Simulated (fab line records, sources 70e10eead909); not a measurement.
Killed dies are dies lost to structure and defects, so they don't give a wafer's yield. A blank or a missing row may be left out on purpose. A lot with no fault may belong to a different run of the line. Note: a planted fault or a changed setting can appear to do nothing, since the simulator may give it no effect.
Which tool is to blame? / flow nand_harc / at 1 step of a route of 1302, 12 lots with 36 wafers sampled

== WHAT EACH GAUGE READ, for each wafer ==
NHARC_P_ZERO_WELL_CD_MEAS_11: the cd target is 500 nm.
lot=L075; measured=day 2 07:07; on=cd_sem-01; cd_nm (nm)=501.5 498.9 498.2
lot=L077; measured=day 3 03:15; on=cd_sem-03; cd_nm (nm)=500.8 502.4 503.9
lot=L079; measured=day 3 23:07; on=cd_sem-03; cd_nm (nm)=495.9 500.7 500.8
lot=L081; measured=day 4 19:07; on=cd_sem-01; cd_nm (nm)=498.6 500.9 500.3
lot=L083; measured=day 5 15:07; on=cd_sem-03; cd_nm (nm)=500.3 500.2 500.3
lot=L085; measured=day 6 11:19; on=cd_sem-03; cd_nm (nm)=501.6 501.1 499.9
lot=L087; measured=day 7 07:14; on=cd_sem-03; cd_nm (nm)=498.5 499.4 499.5
lot=L089; measured=day 8 03:19; on=cd_sem-01; cd_nm (nm)=501.9 502.6 500.4
lot=L091; measured=day 8 23:19; on=cd_sem-01; cd_nm (nm)=500.5 498.0 499.0
lot=L093; measured=day 9 19:14; on=cd_sem-02; cd_nm (nm)=502.4 498.8 500.1
lot=L095; measured=day 10 15:15; on=cd_sem-02; cd_nm (nm)=497.1 500.2 498.4
lot=L097; measured=day 11 11:11; on=cd_sem-03; cd_nm (nm)=499.8 499.4 501.1

== WHAT TOOL EACH LOT RAN ON (gives the tool, then ch and the chambers of the sampled wafers, and finally the start) ==
Record: no process step prior to these readings.

== THE ANSWER, worked out from the rows above alone ==
Rule: usual is defined by the lots themselves. Put in order of their means at a reading, lots are off if they are a third of the lots or fewer, leave a main group of 4 or more, and stand apart from it by a gap of 3 or more times the standard deviation of the main group's means; of several such gaps the widest counts. The tables above print the reading to a certain number of digits; a main group whose means all agree to those digits is not used. A lot without any number at a reading at which 4 lots or more have one is off too. Any other lot the step has rows for is counted as sound.
Nothing can be told from this: no lot is off at any reading shown.

== WHAT HAD BEEN PUT IN BY THE SIMULATOR ==
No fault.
